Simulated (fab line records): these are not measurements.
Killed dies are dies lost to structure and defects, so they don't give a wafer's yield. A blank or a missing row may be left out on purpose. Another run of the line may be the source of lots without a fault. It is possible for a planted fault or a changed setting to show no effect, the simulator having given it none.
fab line records	flow n5-finfet
record: lots: 12	wafers: 33	last-day: 18
route steps=1938 shown SD_EPI_N@287 SD_EPI_P@307 ILD0@340 PASSIVATION@1936
lots that met no fault: from a run of the same line without faults
start-h: hours from the record's opening day to when the first of the lot's shown wafers began	wait-h: time in hours since the lot's previous step	" as in the row above	L1.1+2: one row covering several wafers at once	- no value present, or no start provided	* or withheld: withheld	< > ~ a bound
route shown NAME@n: a module of which the file shows steps, and the number in the route of the first	usual: mean and standard deviation over wafers with no fault	same: alike in all rows	chamber/n: place in a boat	sites: per-site readings	_std_site: standard deviation of those values	_edge_site: outer sites' mean less inner sites'	radius-mm: for every site, how far away it sits from the centre of the wafer	mask NAME#n: copy n	behind: the last tool/chamber to shape the wafer	hold: why the lot went on hold/how many hours it stayed there/how the hold came to an end	device: names the non-switching transistor (n, p or np)	end of line: tests of these same wafers at the route's end	where a step has no rows: the recipe by itself	killed: dies that structure and defects cost at the first sort, which is not the same as the wafer's yield	map: dies across one wafer; x = killed, . = not, _ = none there
set.NAME: the setting the step ran with; set.NAME@STEP: the setting that earlier step ran with	model.NAME: the simulator's own value behind a step, which no gauge read
one table for each step of the route and one row for each wafer, over a sample of lots
services: the hour from which a tool's chamber was out of use, counted from the record's first day as start-h (under 0 if before that day), plus the number of hours and why
== steps ==
step: N5_SD_EPI_N_VAPOR_ETCH_50
recipe: chemistry: HCl	target: Si	temp-c: 775	time-s: 54	pressure-torr: 20	mode: isotropic
usual: throttle-valve-pct: 11.5/0.56
lot.wafer	tool	chamber	start-h	wait-h	throttle-valve-pct
L556.1	epi-rpcvd-02	0	51.25	0.5	12.0
L556.3	"	0	"	"	11.7
L558.1	epi-rpcvd-03	0	67.40	0.3	12.2
L558.2	"	0	"	"	12.2
L558.5	"	0	"	"	12.3
L559.1	epi-rpcvd-04	0	67.88	0.4	11.0
L559.2	"	0	"	"	10.8
L559.5	"	0	"	"	10.9
L560.1	epi-rpcvd-02	0	75.97	0.4	12.2
L560.3	"	0	"	"	11.5
L560.6	"	0	"	"	11.8
L562.1	epi-rpcvd-03	0	89.13	0.3	12.1
L562.2	"	0	"	"	12.1
L562.6	"	0	"	"	12.2
L568.2	epi-rpcvd-04	0	126.56	0.3	10.9
L568.3	"	0	"	"	11.0
L571.1	epi-rpcvd-02	0	138.56	0.3	11.6
L571.5	"	0	"	"	11.7
L571.6	"	0	"	"	11.9
L573.2	epi-rpcvd-03	0	152.55	0.3	12.2
L573.4	"	0	"	"	12.0
L574.1	epi-rpcvd-02	0	161.27	0.3	11.9
L574.2	"	0	"	"	11.8
L574.6	"	0	"	"	11.9
L575.3	epi-rpcvd-04	0	169.46	0.3	11.0
L575.5	"	0	"	"	10.9
L575.6	"	0	"	"	11.0
L576.1	epi-rpcvd-02	0	171.57	0.3	11.8
L576.4	"	0	"	"	11.8
L576.5	"	0	"	"	11.7
L578.2	epi-rpcvd-03	0	185.36	0.3	12.0
L578.5	"	0	"	"	12.3
L578.6	"	0	"	"	12.2
step: N5_SD_EPI_P_ETCH_36
recipe: chemistry: CF4	target: SiARC	target-depth-a: 455	mask-material: CAR-ArF-block	time-s: 75.8	ion-energy-ev: 80	pressure-mtorr: 40	source-w: 545	bias-w: 36	Ar_flow_sccm: 100	cf4-flow-sccm: 100	ends: cleared
usual: drypump-motor-current-A: 5.5/0.5	etch-rf-on-time-s: 76.4/1.6	oes-product-au: 0.66/0.061	rf-vpp-V: 184.4/0.96	showerhead-plenum-p-Torr: 2.17/0.047	throttle-valve-pct: 15.62/0.18
lot.wafer	tool	chamber	start-h	wait-h	drypump-motor-current-A	etch-rf-on-time-s	oes-product-au	rf-hours-counter-h	rf-vpp-V	showerhead-plenum-p-Torr	throttle-valve-pct
L556.1	rie-diel-04	1	55.76	0.0	6.2	75.9	0.68	124	185.9	2.24	15.49
L556.3	"	0	"	"	5.1	74.4	0.72	52	183.5	2.17	15.48
L558.1	rie-diel-04	2	70.64	0.0	5.0	75.1	0.77	37	183.1	2.11	15.68
L558.2	"	1	"	"	6.1	76.1	0.67	129	186.0	2.24	15.49
L558.5	"	1	"	"	6.1	76.1	0.67	-	184.8	2.24	15.50
L559.1	rie-diel-06	2	71.47	0.0	5.8	76.9	0.66	128	183.6	2.15	15.79
L559.2	"	1	"	"	5.5	74.4	0.67	141	185.8	2.24	15.81
L559.5	"	3	"	"	6.2	75.2	0.60	-	184.0	2.11	15.72
L560.1	rie-diel-02	3	79.73	0.0	5.0	77.1	0.66	138	184.3	2.23	15.39
L560.3	"	2	"	"	6.4	76.0	0.60	236	184.1	2.21	15.95
L560.6	"	1	"	"	5.8	75.2	0.70	-	185.7	2.16	15.51
L562.1	rie-diel-02	2	92.10	0.0	6.3	76.9	0.58	239	184.5	2.21	15.95
L562.2	"	0	"	"	5.3	79.2	0.61	179	184.7	2.13	15.78
L562.6	"	3	"	"	4.9	76.6	0.66	-	185.6	2.23	15.39
L568.2	rie-diel-02	3	129.93	0.0	5.0	76.6	0.65	153	185.5	2.22	15.42
L568.3	"	1	"	"	5.8	74.8	0.69	126	184.7	2.15	15.52
L571.1	rie-diel-06	2	141.55	0.0	5.8	76.3	0.65	149	184.1	2.14	15.83
L571.5	"	0	"	"	4.9	77.4	0.59	-	183.8	2.13	15.46
L571.6	"	2	"	"	5.8	77.2	0.65	-	183.0	2.14	15.82
L573.2	rie-diel-06	1	155.49	0.0	5.5	73.8	0.66	166	184.0	2.23	15.86
L573.4	"	1	"	"	5.5	73.8	0.66	-	186.4	2.23	15.85
L574.1	rie-diel-02	3	164.24	0.0	4.9	78.1	0.64	163	187.1	2.22	15.45
L574.2	"	1	"	"	5.7	76.3	0.68	138	183.8	2.15	15.57
L574.6	"	1	"	"	5.7	76.2	0.67	-	183.9	2.15	15.55
L575.3	rie-diel-02	1	173.24	0.0	5.7	77.3	0.67	140	185.0	2.15	15.57
L575.5	"	3	"	"	5.0	78.0	0.63	-	185.8	2.22	15.44
L575.6	"	0	"	"	5.3	80.2	0.59	-	184.4	2.12	15.82
L576.1	rie-diel-02	2	174.60	0.0	6.4	75.1	0.82	5	183.7	2.21	15.50
L576.4	"	3	"	"	5.0	77.9	0.63	167	186.2	2.22	15.44
L576.5	"	3	"	"	5.0	77.7	0.64	-	184.6	2.22	15.44
L578.2	rie-diel-04	3	189.05	0.0	5.4	75.6	0.71	53	184.3	2.17	15.48
L578.5	"	2	"	"	5.0	75.3	0.73	-	184.0	2.09	15.74
L578.6	"	1	"	"	6.1	76.4	0.64	-	184.5	2.23	15.59
step: N5_ILD0_CMP_07
recipe: stop-on: poly-Si	material: SiO2_flowable	t-overpolish-s: 1.18	post-cmp-clean: alkaline-brush	down-force-psi: 4.1491	platen-rpm: 51.796	pad-velocity-m-s: 1.0306	target-thk-nm: 138.88
usual: edge-zone-pressure-frac: 0.999/0.0049	motor-current-A: 11.9/1.6	platen-rpm: 51.79/0.035	retaining-ring-pressure-frac: 1.000/0.0048
lot.wafer	tool	chamber	start-h	wait-h	edge-zone-pressure-frac	motor-current-A	platen-rpm	retaining-ring-pressure-frac
L556.1	cmp-04	1	65.07	0.0	1.007	12.5	51.82	1.005
L556.3	"	0	"	"	1.005	9.8	51.79	1.000
L558.1	cmp-03	1	77.93	0.0	1.006	9.8	51.75	1.002
L558.2	"	2	"	"	0.997	11.9	51.76	1.013
L558.5	"	1	"	"	1.001	10.0	51.83	1.004
L559.1	cmp-03	1	79.74	0.1	1.004	9.2	51.80	1.000
L559.2	"	3	"	"	1.003	14.2	51.81	0.998
L559.5	"	1	"	"	1.004	9.3	51.78	0.996
L560.3	cmp-01	0	88.90	0.1	0.995	13.0	51.72	1.005
L560.1	"	1	"	"	0.993	11.8	51.77	0.997
L560.6	"	3	"	"	0.991	13.3	51.83	0.999
L562.2	cmp-04	2	100.48	0.0	0.997	12.5	51.78	0.998
L562.1	"	1	"	"	0.993	13.0	51.78	1.001
L562.6	"	3	"	"	1.001	9.4	51.79	1.004
L568.3	cmp-04	1	137.47	0.0	1.002	13.2	51.79	0.993
L568.2	"	0	"	"	1.002	9.5	51.78	0.994
L571.1	cmp-01	3	149.37	0.1	1.008	13.1	51.81	0.994
L571.6	"	0	"	"	1.008	13.2	51.82	1.004
L571.5	"	1	"	"	1.001	12.0	51.79	1.003
L573.2	cmp-03	1	163.25	0.0	1.003	9.6	51.77	0.997
L573.4	"	0	"	"	1.001	11.1	51.81	1.007
L574.2	cmp-03	0	172.68	0.0	0.999	11.2	51.80	0.996
L574.1	"	1	"	"	0.994	10.2	51.78	0.992
L574.6	"	1	"	"	0.997	9.1	51.80	0.996
L575.3	cmp-01	0	182.26	0.3	0.991	13.4	51.91	1.002
L575.6	"	2	"	"	1.008	13.8	51.79	1.004
L575.5	"	3	"	"	0.997	13.0	51.79	0.998
L576.1	cmp-01	1	182.58	0.1	0.995	11.4	51.84	0.997
L576.4	"	3	"	"	1.002	13.1	51.79	0.999
L576.5	"	1	"	"	1.001	12.0	51.87	0.995
L578.2	cmp-03	1	196.78	0.1	0.997	9.8	51.81	1.002
L578.5	"	2	"	"	0.995	11.8	51.80	0.990
L578.6	"	3	"	"	1.001	14.2	51.77	1.006
step: N5_ILD0_THK_MEAS_08
usual: thk-nm: 138.7/1.1
lot.wafer	tool	chamber	start-h	wait-h	thk-nm
L556.1	film-metro-01	-	65.36	-	137.4
L556.3	"	-	"	"	138.1
L558.1	film-metro-02	-	78.22	-	139.3
L558.2	"	-	"	"	137.7
L558.5	"	-	"	"	138.5
L559.1	film-metro-02	-	80.00	-	139.8
L559.2	"	-	"	"	140.0
L559.5	"	-	"	"	140.4
L560.1	film-metro-01	-	89.16	-	137.0
L560.3	"	-	"	"	139.0
L560.6	"	-	"	"	139.5
L562.1	film-metro-02	-	100.78	-	139.1
L562.2	"	-	"	"	138.1
L562.6	"	-	"	"	138.0
L568.2	film-metro-01	-	137.77	-	133.9
L568.3	"	-	"	"	137.2
L571.1	film-metro-01	-	149.55	-	139.2
L571.5	"	-	"	"	137.7
L571.6	"	-	"	"	139.0
L573.2	film-metro-01	-	163.55	-	139.1
L573.4	"	-	"	"	138.9
L574.1	film-metro-01	-	172.97	-	137.9
L574.2	"	-	"	"	138.8
L574.6	"	-	"	"	137.7
L575.3	film-metro-02	-	182.48	-	139.3
L575.5	"	-	"	"	139.4
L575.6	"	-	"	"	138.7
L576.1	film-metro-01	-	182.84	-	139.3
L576.4	"	-	"	"	139.9
L576.5	"	-	"	"	138.4
L578.2	film-metro-02	-	196.96	-	138.4
L578.5	"	-	"	"	137.6
L578.6	"	-	"	"	140.4
step: N5_ILD0_THK_MEAS_13
usual: thk-nm: 17.6/1
lot.wafer	tool	chamber	start-h	wait-h	thk-nm
L556.1	film-metro-02	-	68.58	-	18.1
L556.3	"	-	"	"	16.0
L558.1	film-metro-02	-	81.44	-	16.9
L558.2	"	-	"	"	16.4
L558.5	"	-	"	"	16.7
L559.1	film-metro-01	-	83.43	-	17.4
L559.2	"	-	"	"	16.2
L559.5	"	-	"	"	17.0
L560.1	film-metro-02	-	92.37	-	17.3
L560.3	"	-	"	"	16.3
L560.6	"	-	"	"	17.4
L562.1	film-metro-01	-	104.06	-	18.8
L562.2	"	-	"	"	18.3
L562.6	"	-	"	"	18.8
L568.2	film-metro-02	-	141.08	-	18.8
L568.3	"	-	"	"	17.6
L571.1	film-metro-02	-	152.76	-	18.0
L571.5	"	-	"	"	17.5
L571.6	"	-	"	"	17.1
L573.2	film-metro-01	-	166.76	-	18.7
L573.4	"	-	"	"	16.4
L574.1	film-metro-01	-	176.18	-	16.6
L574.2	"	-	"	"	18.2
L574.6	"	-	"	"	16.5
L575.3	film-metro-01	-	185.69	-	16.9
L575.5	"	-	"	"	16.2
L575.6	"	-	"	"	18.3
L576.1	film-metro-01	-	187.58	-	16.5
L576.4	"	-	"	"	18.3
L576.5	"	-	"	"	17.8
L578.2	film-metro-01	-	200.17	-	17.9
L578.5	"	-	"	"	18.6
L578.6	"	-	"	"	18.1
step: N5_PASSIVATION_PROBE_49
usual: killed_at_M0_to_M3: 33/9.9	killed_at_M4_up: 14/6.4	killed-at-contacts: 12/7	killed-at-front-end: 41/13	killed-at-other: 3.1/2.9	killed-dies: 103/20	killed-open: 67/14	killed-short: 34/9.4
same: gross-dies: 1180	killed-at-back-side: 0
lot.wafer	tool	chamber	start-h	wait-h	killed_at_M0_to_M3	killed_at_M4_up	killed-at-contacts	killed-at-front-end	killed-at-other	killed-dies	killed-open	killed-short
L568.2	prober-01	-	345.50	0.1	46	29	29	53	2	159	123	34
killed by level:class
L568.2 MOL_CONTACT_COAG:geometric-particle:open=24 BEOL_M4:geometric-particle:open=16 BEOL_M1:geometric-particle:open=16 FIN_SAQP:geometric-particle:open=12 BEOL_M3:geometric-particle:open=12 STI_FIN_REVEAL:geometric-particle:open=9 DUMMY_GATE:geometric-particle:open=7 MOL_CONTACT_COAG:geometric-particle:short=5
== services ==
tool	chamber	start-h	hours	kind
cmp-01	-	30.32	-	consumable-replace:conditioner
cmp-01	-	30.32	-	consumable-replace:pad
cmp-03	-	34.27	0.5	repair
cmp-04	-	43.89	1.4	repair
cmp-01	-	62.56	5.0	pm
rie-diel-04	2	77.28	6.0	repair
cmp-04	-	79.88	2.4	repair
cmp-03	-	82.32	1.6	repair
rie-diel-02	2	131.19	-	clean
rie-diel-02	2	131.19	-	consumable-replace:focus-ring
rie-diel-02	2	131.19	24.2	scheduled-down
rie-diel-02	2	131.19	24.2	vent-cycle
rie-diel-04	3	133.61	22.5	repair
rie-diel-06	2	136.40	2.6	repair
rie-diel-06	3	139.23	-	clean
rie-diel-06	3	139.23	-	consumable-replace:focus-ring
cmp-03	-	167.46	0.8	repair
cmp-01	-	176.83	2.5	repair
rie-diel-06	-	177.84	0.6	repair
cmp-04	-	178.02	4.0	pm
epi-rpcvd-02	-	180.44	2.8	pm
rie-diel-04	0	185.19	4.0	repair
cmp-01	-	191.02	2.7	repair
epi-rpcvd-03	-	191.19	14.6	pm
== key ==
first-sign: step: N5_ILD0_THK_MEAS_08	reading: thk-nm	direction: down	sigmas: 4.4	usual: *	struck: *
effect none on later readings
met-at N5_ILD0_CMP_07
struck-lots L568
struck-wafers L568.2
tester-left-out L568
not-acting-at N5_SD_EPI_N_VAPOR_ETCH_50,N5_SD_EPI_P_ETCH_36,N5_ILD0_THK_MEAS_13
onset-between 100.48 137.47
fault: kind: process-parameter-drift	tool: cmp-04	chamber: -	onset-h: 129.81	steps: N5_ILD0_CMP_07	channel: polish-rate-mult	offset: 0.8	shape: step	end-h: 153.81	scope: struck-wafers-only
tester-left-out: of these lots the tester's yield and bins aren't shown, on N5 and GAA mostly nor the transistor test; their killed dies are dies lost to structure and defects alone, not to doping, threshold or leakage, so they don't give the yield
